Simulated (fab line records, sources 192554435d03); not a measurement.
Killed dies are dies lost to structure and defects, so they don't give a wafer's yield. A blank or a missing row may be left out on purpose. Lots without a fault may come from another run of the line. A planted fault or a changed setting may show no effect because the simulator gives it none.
fab line records | flow n5_finfet
record lots=5 wafers=15 last_day=18
route steps=1938 shown STI_FIN_REVEAL@204 DUMMY_GATE@212 PASSIVATION@1936
lots that met no fault: from a run of the same line without faults
start_h: hours from the record's first day to the start of the lot's first wafer shown | wait_h: hours since the lot's step before | " the same as in the row above | L1.1+2: a row that stands for several wafers | - no value, or no start given | * or withheld: withheld | < > ~ a bound
route shown NAME@n: a module of which the file shows steps, and the number in the route of the first | usual: mean/standard deviation of fault-free wafers | same: alike in all rows | chamber/n: place in a boat | sites: the reading at each site | _std_site: their standard deviation | _edge_site: outer sites' mean less inner sites' | radius_mm: how far each site lies from the wafer's centre | mask NAME#n: copy n | behind: the tool/chamber that last shaped the wafer | hold: why the lot was held/for how many hours/how that ended | device: the transistor (n, p or np) that didn't switch | end of line: the same wafers' tests at the end of the route | a step without rows: its recipe alone | killed: dies lost to structure and defects at the first sort, not the wafer's yield | map: a wafer's dies, x killed, . not, _ none there
set.NAME: the setting as run; set.NAME@STEP: as run at that earlier step | model.NAME: the simulator's own value behind a step, which no gauge read
lots at some steps of the route; a table a step, a row a wafer
services: from which hour (start_h, from the record's first day; less than 0 if before it) a tool's chamber was out of use, for how many hours, and why
## steps
# step N5_STI_FIN_REVEAL_OXIDATION_33
# recipe chemistry=O2_PLASMA_REMOTE temp_c=150 time_s=20 pressure_mtorr=1000 source_power_w=2000 o2_flow_sccm=3000
# usual drypump_motor_current_A=5.3/0.37 heater_power_w=151/13
# columns lot.wafer tool chamber start_h wait_h drypump_motor_current_A heater_power_w rf_hours_counter_h
L736.1 plasma_asher-01 1 50.82 0.0 5.7 136 34
L736.2 " 0 " " 5.8 146 34
L736.6 " 0 " " 5.7 140 -
L737.2 plasma_asher-01 1 54.95 0.0 5.6 129 35
L737.3 " 1 " " 5.6 134 -
L737.6 " 0 " " 5.7 138 -
L746.2 plasma_asher-02 0 109.25 0.0 4.8 160 93
L746.5 " 0 " " 4.8 158 -
L746.6 " 1 " " 5.1 169 -
L755.2 plasma_asher-01 0 165.02 0.0 5.7 143 56
L755.3 " 1 " " 5.7 134 -
L755.5 " 0 " " 5.7 142 -
L756.1 plasma_asher-02 0 169.82 0.0 4.9 159 106
L756.5 " 1 " " 5.1 166 -
L756.6 " 0 " " 4.8 159 -
# step N5_STI_FIN_REVEAL_CLEAN_19
# recipe chemistry=O3/DIW temp_c=25 time_s=120 o3_ppm=10
# step N5_STI_FIN_REVEAL_SRD_23
# recipe dry=ipa_marangoni time_s=30 temp_c=23 rinse_liquid=diw
# step N5_STI_FIN_REVEAL_CD_MEAS_22
# recipe target_cd_nm=6.238 pitch_nm=28 polarity=line
# usual cd_nm=6.3/0.32
# columns lot.wafer tool chamber start_h wait_h cd_nm
L736.1 cd_sem-01 - 50.99 0.0 5.7
L736.2 " - " " 6.6
L736.6 " - " " 6.1
L737.2 cd_sem-03 - 55.12 0.0 6.5
L737.3 " - " " 6.1
L737.6 " - " " 6.2
L746.2 cd_sem-02 - 109.42 0.0 6.5
L746.5 " - " " 6.1
L746.6 " - " " 6.6
L755.2 cd_sem-01 - 165.19 0.0 7.0
L755.3 " - " " 6.3
L755.5 " - " " 6.4
L756.1 cd_sem-01 - 169.99 0.0 6.2
L756.5 " - " " 6.2
L756.6 " - " " 6.7
# step N5_STI_FIN_REVEAL_FIN_H_MEAS_10
# usual trench_depth_nm=52.0/0.8
# columns lot.wafer tool chamber start_h wait_h trench_depth_nm
L736.1 ocd-01 - 51.02 0.0 52.1
L736.2 " - " " 50.6
L736.6 " - " " 51.2
L737.2 ocd-02 - 55.15 0.0 51.4
L737.3 " - " " 50.6
L737.6 " - " " 51.6
L746.2 ocd-02 - 109.45 0.0 50.5
L746.5 " - " " 51.2
L746.6 " - " " 50.3
L755.2 ocd-02 - 165.22 0.0 52.2
L755.3 " - " " 51.6
L755.5 " - " " 52.1
L756.1 ocd-01 - 170.02 0.0 51.6
L756.5 " - " " 51.8
L756.6 " - " " 51.4
# step N5_STI_FIN_REVEAL_PRECLEAN_18
# recipe chemistry=SC2 time_s=45 temp_c=35 mix=1:1:50
# step N5_STI_FIN_REVEAL_SRD_28
# recipe dry=ipa_marangoni time_s=30 temp_c=23 rinse_liquid=diw
# step N5_STI_FIN_REVEAL_INSPECT_13
# recipe inspect_instrument=darkfield mode=post_clean
# usual raw_defect_count=11/4.7
# columns lot.wafer tool chamber start_h wait_h raw_defect_count
L736.1 defect_inspect-02 - 51.14 0.0 25
L736.2 " - " " 18
L736.6 " - " " 10
L737.2 defect_inspect-01 - 55.24 0.0 6
L737.3 " - " " 7
L737.6 " - " " 7
L746.2 defect_inspect-01 - 109.54 0.0 6
L746.5 " - " " 7
L746.6 " - " " 9
L755.2 defect_inspect-01 - 165.31 0.0 16
L755.3 " - " " 9
L755.5 " - " " 11
L756.1 defect_inspect-01 - 170.10 0.0 9
L756.5 " - " " 15
L756.6 " - " " 4
# step N5_DUMMY_GATE_PRECLEAN_00
# recipe chemistry=O3/DIW time_s=60 temp_c=22 o3_ppm=10
# step N5_DUMMY_GATE_SRD_01
# recipe time_s=30 temp_c=23 rinse_liquid=diw dry=ipa_marangoni
# step N5_DUMMY_GATE_ALD_02
# recipe material=SiO2 target_thk_a=20 temp_c=300 ald_precursor_family=BDEAS ald_co_reactant=O2-plasma pulse_time_s=1 pressure_torr=2
# step N5_DUMMY_GATE_CVD_03
# recipe material=a-Si target_thk_a=1500 temp_c=530 precursor=SiH4 time_s=8042
# step N5_DUMMY_GATE_PRECLEAN_46
# recipe chemistry=DIW time_s=89.5 temp_c=23
# columns lot.wafer tool chamber start_h wait_h
L736.1+2+6 wet_bench-02 6,1,2 55.03 0.0
L737.2+3+6 wet_bench-02 5,6,0 59.13 0.0
L746.2+5+6 wet_bench-02 3,5,2 113.42 0.0
L755.2+3+5 wet_bench-04 1,7,6 171.70 0.0
L756.1+5+6 wet_bench-03 4,5,0 173.99 0.0
# step N5_DUMMY_GATE_SRD_47
# recipe dry_time_s=32 dry=n2_spin spin_rpm=1500
# step N5_DUMMY_GATE_CMP_04
# recipe material=a-Si post_cmp_clean=alkaline_brush
# usual motor_current_A=10.0/0.94 time_to_endpoint_s=13.9/3
# columns lot.wafer tool chamber start_h wait_h motor_current_A time_to_endpoint_s
L736.1 cmp-01 2 55.08 0.0 8.8 9.9
L736.2 " 0 " " 10.0 13.2
L736.6 " 2 " " 8.7 9.4
L737.2 cmp-04 0 59.22 0.1 9.0 10.0
L737.3 " 2 " " 10.5 15.5
L737.6 " 0 " " 9.6 10.8
L746.2 cmp-02 2 113.51 0.1 11.1 10.8
L746.6 " 1 " " 10.2 9.0
L746.5 " 2 " " 11.2 8.9
L755.3 cmp-04 3 171.82 0.1 9.1 16.8
L755.2 " 0 " " 9.2 13.2
L755.5 " 1 " " 11.0 17.8
L756.1 cmp-01 3 174.15 0.1 10.7 12.4
L756.5 " 0 " " 9.8 10.8
L756.6 " 1 " " 9.0 12.1
# step N5_DUMMY_GATE_THK_MEAS_05
# usual thk_nm=71.8/1.3
# columns lot.wafer tool chamber start_h wait_h thk_nm
L736.1 film_metro-02 - 55.32 0.2 71.6
L736.2 " - " " 71.6
L736.6 " - " " 70.7
L737.2 film_metro-02 - 59.43 0.2 72.4
L737.3 " - " " 73.4
L737.6 " - " " 72.1
L746.2 film_metro-01 - 113.72 0.2 69.3
L746.5 " - " " 72.2
L746.6 " - " " 69.7
L755.2 film_metro-01 - 172.00 0.1 70.7
L755.3 " - " " 73.1
L755.5 " - " " 72.2
L756.1 film_metro-02 - 174.30 0.1 72.7
L756.5 " - " " 71.8
L756.6 " - " " 73.2
# step N5_DUMMY_GATE_HM_DEP_06
# recipe material=SiNx target_thk_a=800 precursor=DCS/NH3 temp_c=700 pressure_mtorr=300 time_s=5141
# step N5_DUMMY_GATE_PECVD_30
# recipe material=SiO2 target_thk_a=550 temp_c=400 precursor=TEOS/O2 pressure_torr=6.5 rf_w=withheld teos_flow_sccm=withheld gas=O2 flow_sccm=2650 time_s=10.8
# step N5_DUMMY_GATE_COAT_34
# recipe resist=SOC temp_c=250 time_s=60 spin_rpm=1500 resist_thk_nm=60
# step N5_DUMMY_GATE_COAT_35
# recipe resist=SiARC temp_c=220 time_s=60 spin_rpm=1500 resist_thk_nm=10
# step N5_DUMMY_GATE_COAT_28
# recipe resist=underlayer temp_c=205 time_s=60 spin_rpm=1500 resist_thk_nm=10
# step N5_DUMMY_GATE_COAT_09
# recipe resist=CAR-EUV spin_rpm=1500 resist_thk_nm=30
# step N5_DUMMY_GATE_EBR_11
# recipe solvent=PGMEA ebr_width_mm=1.5
# step N5_DUMMY_GATE_SOFTBAKE_10
# recipe temp_c=110 time_s=60 resist=CAR-EUV
# step N5_DUMMY_GATE_EXPOSE_12
# recipe mask_id=GATE na=0.33 source_shape=annular sigma_inner=0.2 sigma_outer=0.6 polarization=unpolarized target_cd_nm=25 dose_mj=34
# step N5_DUMMY_GATE_PEB_13
# recipe peb_temp_c=100 peb_time_s=60 resist=CAR-EUV
# step N5_DUMMY_GATE_DEVELOP_14
# recipe develop_time_s=30 developer=TMAH resist=CAR-EUV rinse_liquid=surfactant_rinse dry=air_spin dev_temp_c=23
# step N5_DUMMY_GATE_CD_MEAS_15
# recipe target_cd_nm=25.8 landing_energy_ev=500 detector=se_inlens
# usual cd_nm=25.10/0.24
# columns lot.wafer tool chamber start_h wait_h cd_nm
L736.1 cd_sem-03 0 59.75 - 25.19
L736.2 " 0 " " 25.29
L736.6 " 0 " " 25.49
L737.2 cd_sem-03 0 63.85 - 25.17
L737.3 " 0 " " 24.93
L737.6 " 0 " " 25.05
L746.2 cd_sem-01 0 120.15 - 25.40
L746.5 " 0 " " 25.06
L746.6 " 0 " " 25.31
L755.2 cd_sem-01 0 176.29 - 25.34
L755.3 " 0 " " 24.66
L755.5 " 0 " " 24.91
L756.1 cd_sem-03 0 178.71 - 24.90
L756.5 " 0 " " 24.94
L756.6 " 0 " " 25.02
# step N5_DUMMY_GATE_OVL_MEAS_16
# recipe points_per_wafer=522
# usual GATE_OVL=-0.3/0.71
# columns lot.wafer tool chamber start_h wait_h GATE_OVL[nm]
L736.1 overlay-02 0 59.79 0.0 -0.9
L736.2 " 0 " " -1.7
L736.6 " 0 " " -0.6
L737.2 overlay-02 0 63.89 0.0 0.8
L737.3 " 0 " " -0.6
L737.6 " 0 " " 0.9
L746.2 overlay-02 0 120.19 0.0 -0.7
L746.5 " 0 " " -0.7
L746.6 " 0 " " -0.5
L755.2 overlay-01 0 176.33 0.0 -0.6
L755.3 " 0 " " 0.0
L755.5 " 0 " " -1.2
L756.1 overlay-01 0 178.75 0.0 -0.5
L756.5 " 0 " " -0.3
L756.6 " 0 " " -1.5
# step N5_DUMMY_GATE_DESCUM_20
# recipe chemistry=O2 time_s=6.2 source_power_w=50 bias_power_w=20 pressure_mtorr=20 rf_frequency_hz=2.712e+07 temp_c=40 resist=CAR-EUV o2_flow_sccm=225
# usual drypump_motor_current_A=5.5/0.39 oes_product_au=0.79/0.083 rf_vpp_V=243.4/1.2 showerhead_plenum_p_Torr=2.12/0.066 throttle_valve_pct=20.53/0.21
# columns lot.wafer tool chamber start_h wait_h drypump_motor_current_A oes_product_au rf_hours_counter_h rf_vpp_V showerhead_plenum_p_Torr throttle_valve_pct
L736.1 rie_diel-02 3 59.89 0.0 5.7 0.94 8 244.1 2.25 20.71
L736.2 " 2 " " 5.8 0.68 237 243.0 2.07 20.44
L736.6 " 1 " " 6.0 0.75 - 242.9 2.12 20.70
L737.2 rie_diel-04 3 63.98 0.0 5.4 0.75 160 243.9 2.20 20.56
L737.3 " 2 " " 5.7 0.74 132 242.9 2.02 20.38
L737.6 " 0 " " 5.6 0.92 - 242.4 2.08 20.48
L746.2 rie_diel-02 1 120.48 0.2 6.0 0.73 182 243.2 2.11 20.74
L746.5 " 3 " " 5.7 0.91 - 245.3 2.25 20.74
L746.6 " 0 " " 4.8 0.70 - 243.2 2.08 20.81
L755.2 rie_diel-06 0 176.42 0.0 5.6 0.75 155 243.2 2.17 20.45
L755.3 " 2 " " 6.1 0.77 128 242.8 2.11 20.46
L755.5 " 0 " " 5.6 0.74 - 243.2 2.17 20.47
L756.1 rie_diel-02 1 178.85 0.0 6.0 0.72 202 242.0 2.11 20.77
L756.5 " 2 " " 5.8 0.94 - 244.0 2.06 20.14
L756.6 " 1 " " 6.0 0.72 - 242.6 2.11 20.79
# step N5_DUMMY_GATE_ETCH_29
# recipe chemistry=N2/H2 target=underlayer target_depth_a=130 ion_energy_ev=200 pressure_mtorr=30 source_w=840 bias_w=150 n2_flow_sccm=200 h2_flow_sccm=200
# step N5_DUMMY_GATE_ETCH_36
# recipe chemistry=CF4 target=SiARC target_depth_a=130 pressure_mtorr=40 source_w=545 bias_w=36 Ar_flow_sccm=100 cf4_flow_sccm=100 ion_energy_ev=80
# step N5_DUMMY_GATE_ETCH_37
# recipe chemistry=N2/H2 target=SOC target_depth_a=600 overetch_a=300 temp_c=40 ion_energy_ev=200 pressure_mtorr=30 source_w=840 bias_w=150 n2_flow_sccm=200 h2_flow_sccm=200
# usual drypump_motor_current_A=5.5/0.4 oes_product_au=0.62/0.065 rf_vpp_V=524.5/2.4 showerhead_plenum_p_Torr=2.57/0.094 throttle_valve_pct=17.89/0.21
# columns lot.wafer tool chamber start_h wait_h drypump_motor_current_A oes_product_au rf_hours_counter_h rf_vpp_V showerhead_plenum_p_Torr throttle_valve_pct
L736.1 rie_diel-02 3 60.03 0.0 5.7 0.76 8 527.8 2.72 18.15
L736.2 " 2 " " 5.8 0.54 237 524.1 2.49 17.72
L736.6 " 1 " " 6.0 0.60 - 524.8 2.52 17.80
L737.2 rie_diel-04 3 64.12 0.0 5.4 0.59 161 526.9 2.65 17.88
L737.3 " 2 " " 5.7 0.60 132 521.7 2.43 17.61
L737.6 " 0 " " 5.6 0.74 - 521.5 2.50 17.68
L746.2 rie_diel-02 1 120.63 0.0 6.0 0.58 182 524.4 2.51 17.84
L746.5 " 3 " " 5.7 0.72 - 527.4 2.72 18.17
L746.6 " 0 " " 4.8 0.57 - 524.4 2.53 18.28
L755.2 rie_diel-06 0 176.56 0.0 5.6 0.59 155 527.9 2.67 18.04
L755.3 " 2 " " 6.1 0.62 128 524.9 2.56 17.90
L755.5 " 0 " " 5.6 0.59 - 526.6 2.67 18.03
L756.1 rie_diel-02 1 178.99 0.0 6.0 0.56 202 524.5 2.50 17.87
L756.5 " 2 " " 5.8 0.74 - 521.5 2.48 17.37
L756.6 " 1 " " 6.0 0.57 - 523.8 2.50 17.89
# step N5_DUMMY_GATE_STRIP_38
# recipe chemistry=N2/H2 temp_c=40 n2_flow_sccm=200 h2_flow_sccm=200 rf_frequency_hz=6e+07
# step N5_DUMMY_GATE_STRIP_39
# recipe chemistry=N2/H2 temp_c=40 n2_flow_sccm=200 h2_flow_sccm=200 rf_frequency_hz=6e+07
# step N5_DUMMY_GATE_TRIM_49
# recipe chemistry=O2 resist=SOC time_s=29 target_cd_nm=14 source_power_w=300 bias_power_w=0 O2_flow_sccm=100 temp_c=20
# step N5_DUMMY_GATE_STRIP_40
# recipe chemistry=CF4 resist=SiARC power_w=300 bias_power_w=75 pressure_mtorr=50 cf4_flow_sccm=150 rf_frequency_hz=6e+07
# step N5_DUMMY_GATE_CD_MEAS_50
# recipe target_cd_nm=14
# usual cd_nm=13.9/0.51
# columns lot.wafer tool chamber start_h wait_h cd_nm
L736.1 cd_sem-01 - 60.30 0.0 13.7
L736.2 " - " " 13.3
L736.6 " - " " 13.5
L737.2 cd_sem-03 - 64.48 0.0 14.0
L737.3 " - " " 13.4
L737.6 " - " " 13.2
L746.2 cd_sem-03 - 120.86 0.0 14.0
L746.5 " - " " 14.6
L746.6 " - " " 14.2
L755.2 cd_sem-01 - 176.80 0.0 13.5
L755.3 " - " " 13.2
L755.5 " - " " 13.8
L756.1 cd_sem-02 - 179.22 0.0 14.1
L756.5 " - " " 13.7
L756.6 " - " " 13.7
# step N5_DUMMY_GATE_ETCH_31
# recipe chemistry=C4F6/O2 target=SiO2 mask_material=SOC target_depth_a=825 time_s=27.5 ion_energy_ev=250 pressure_mtorr=30 source_w=345 bias_w=185 Ar_flow_sccm=300 C4F6_flow_sccm=10 O2_flow_sccm=10
# step N5_DUMMY_GATE_STRIP_41
# recipe chemistry=O2 power_w=400 temp_c=40 pressure_mtorr=30 rf_frequency_hz=6e+07 bias_power_w=0 overash_fraction=0.3 o2_flow_sccm=225
# usual drypump_motor_current_A=5.5/0.36 oes_product_au=0.79/0.086 rf_vpp_V=3.7/0.47 showerhead_plenum_p_Torr=2.12/0.073 throttle_valve_pct=16.75/0.18
# columns lot.wafer tool chamber start_h wait_h drypump_motor_current_A oes_product_au rf_hours_counter_h rf_vpp_V showerhead_plenum_p_Torr throttle_valve_pct
L736.1 rie_diel-02 1 60.60 0.0 6.0 0.75 160 4.0 2.12 16.92
L736.2 " 3 " " 5.7 0.95 9 4.2 2.25 16.88
L736.6 " 0 " " 4.8 0.72 - 3.6 2.10 16.99
L737.2 rie_diel-06 1 64.60 0.0 5.4 0.88 30 3.3 2.05 16.75
L737.3 " 2 " " 6.1 0.80 93 3.2 2.12 16.64
L737.6 " 2 " " 6.1 0.79 - 3.6 2.12 16.65
L746.2 rie_diel-06 1 120.97 0.0 5.4 0.86 47 3.5 2.04 16.80
L746.5 " 0 " " 5.5 0.76 - 3.8 2.18 16.64
L746.6 " 1 " " 5.5 0.87 - 3.1 2.04 16.79
L755.2 rie_diel-04 3 176.89 0.0 5.4 0.72 195 4.4 2.19 16.89
L755.3 " 0 " " 5.6 0.86 51 3.0 2.07 16.68
L755.5 " 1 " " 5.0 0.68 - 3.5 2.06 16.91
L756.1 rie_diel-04 1 179.32 0.0 5.0 0.67 225 3.6 2.06 16.93
L756.5 " 0 " " 5.7 0.86 - 4.8 2.07 16.68
L756.6 " 1 " " 5.0 0.68 - 4.4 2.06 16.92
# step N5_DUMMY_GATE_HM_OPEN_21
# recipe chemistry=CH3F/O2 target=SiNx target_depth_a=1200 Ar_flow_sccm=150 CH3F_flow_sccm=30 O2_flow_sccm=23 time_s=171.4 pressure_mtorr=30 source_w=395 bias_w=73 ion_energy_ev=120.7
# step N5_PASSIVATION_PROBE_49
# usual defect_limited_yield=91.0/1.4 killed_at_M0_to_M3=35/10 killed_at_M4_up=14/5.5 killed_at_contacts=13/5.6 killed_at_front_end=41/11 killed_at_other=4/3.4 killed_dies=106/16 killed_on_rim=13/4 killed_open=68/12 killed_short=35/7.3 sort_bin_4_leakage=0.3/2.1 sort_bin_5_function=5.3/0.89 sort_bin_6_memory=3.4/0.67 sort_bin_8_speed=0.01/0.11 sort_n_pass=1070/28 sort_yield_pct=90.7/2.4
# same gross_dies=1180 killed_at_back_side=0
# columns lot.wafer tool chamber start_h wait_h defect_limited_yield[%] killed_at_M0_to_M3 killed_at_M4_up killed_at_contacts killed_at_front_end killed_at_other killed_dies killed_on_rim killed_open killed_short sort_bin_4_leakage[%] sort_bin_5_function[%] sort_bin_6_memory[%] sort_bin_8_speed[%] sort_n_pass sort_yield_pct[%]
L746.2 prober-02 - 376.53 0.1 85.8 11 8 5 144 0 168 28 32 18 0 10.0 2.1 0 1012 85.8
# killed by level:class
L746.2 DUMMY_GATE:unspecified=117 STI_FIN_REVEAL:geometric_particle:open=7 BEOL_M0_SAQP:geometric_particle:open=6 FIN_SAQP:geometric_particle:short=5 MOL_CONTACT_COAG:geometric_particle:open=4 STI_FIN_REVEAL:geometric_particle:short=3 DUMMY_GATE:geometric_particle:open=3 BEOL_M5:geometric_particle:open=3
# map L746.2 (x killed, . not)
_________________x...........________________
______________...............x.._____________
___________.....................x..__________
__________.........x................_________
________..x.x........................._______
_______...........................x....______
______......x..........................x_____
_____.....x........x.............x.......____
____........x...x.........................___
___.................................x......__
___...x....................................__
__.x.....x............................xxx..._
__.........................................._
_......x..................................x..
_...........x............x...................
_.xx..............x....................x.....
_..x.........................x...............
_............................................
_............................................
_...........x.x.x...xx.......................
_.....................x.................x....
__.................x..x....................._
__.........xx..............x.....x.........._
___x....xxx.xxxxxx..................x......__
___....x.xxxxxxxxx.........x...............__
____..x.xxxxxxxxxxxx............x.........___
_____xxxxxxxxxxxxxxxx....................____
______.xxxxxxxxxxxx....................._____
_______xxxxxxxxxxxxxxx..........x.x....______
________xxxxxxxxxxxxx..x.........x...._______
__________xxxxxxxxxx................_________
___________xxxxxxxxx.x...........x.__________
______________xxxxx............._____________
_________________x.......x...________________
# map L737.6 (x killed, . not)
_________________.x......x...________________
______________...x..x...x......._____________
___________....................x...__________
__________...x......................_________
________..x..........x.x..xx.........._______
_______.x..x..........x..x.x........x..______
______.......................x.x.....x.._____
_____.........x................x...x.....____
____....x..........x......................___
___...x...x..x.....x.......................__
___...........x............................__
__.........................................._
__....x....x..x...x...x.......xx..x........._
_.....x........x......x...x..................
_.x.......................x.............x.x..
_....................x.......................
_......x.........x.x............x.x..x.x.....
_......................x....xx............x..
_........x....................x..............
_x.......xx..................xx..............
_.......x.x.........x..x..x.....x............
__....................x..x.................._
__x...........................x............._
___.....x.............................x....__
___x..........................x......xx..x.__
____.......x.x............xx....x.........___
_____.............x...x...x..............____
______....x........x...................._____
_______....................xx.x....x..x______
________.......x......xx.....x........_______
__________......x.....x...xxx..x...._________
___________..x...x.................__________
______________.............xx..._____________
_________________x...........________________
## services
# columns tool chamber start_h hours kind
cmp-02 - 27.76 4.0 repair
rie_diel-04 2 33.25 6.9 repair
cmp-04 - 38.39 0.7 repair
cmp-01 - 51.62 2.9 repair
plasma_asher-02 - 84.72 2.5 repair
rie_diel-02 3 98.29 13.9 repair
rie_diel-02 - 99.37 0.4 repair
cmp-02 - 100.91 0.9 repair
cmp-04 - 103.11 7.6 pm
cmp-04 - 110.72 5.7 pm
rie_diel-02 2 112.20 - clean
rie_diel-02 2 112.20 - consumable_replace:focus_ring
rie_diel-02 2 112.20 20.4 scheduled_down
rie_diel-02 2 112.20 20.4 vent_cycle
cmp-01 - 113.30 4.0 pm
rie_diel-04 - 115.63 0.3 repair
cmp-01 - 117.30 - consumable_replace:conditioner
cmp-01 - 117.30 - consumable_replace:pad
cmp-01 - 119.88 1.6 repair
cmp-02 - 120.40 0.7 repair
cmp-02 - 133.65 3.4 pm
cmp-02 - 154.38 4.4 repair
plasma_asher-01 - 167.89 10.1 repair
rie_diel-06 3 176.37 19.3 repair
## key
first_sign step=N5_PASSIVATION_PROBE_49 reading=killed_at_front_end direction=up sigmas=9.6 usual=41 struck=144
effect step=N5_PASSIVATION_PROBE_49 reading=killed_dies direction=up sigmas=3.8 usual=106 struck=168
more_kills_born_at N5_DUMMY_GATE_PRECLEAN_46@wet_bench-02=117
met_at N5_DUMMY_GATE_PRECLEAN_46
struck_wafers L746.2
fault kind=chamber_particle_source tool=wet_bench-02 chamber=3 onset_h=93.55 steps=N5_DUMMY_GATE_PRECLEAN_46 rate_per_visit_cm2=1.461 end_h=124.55
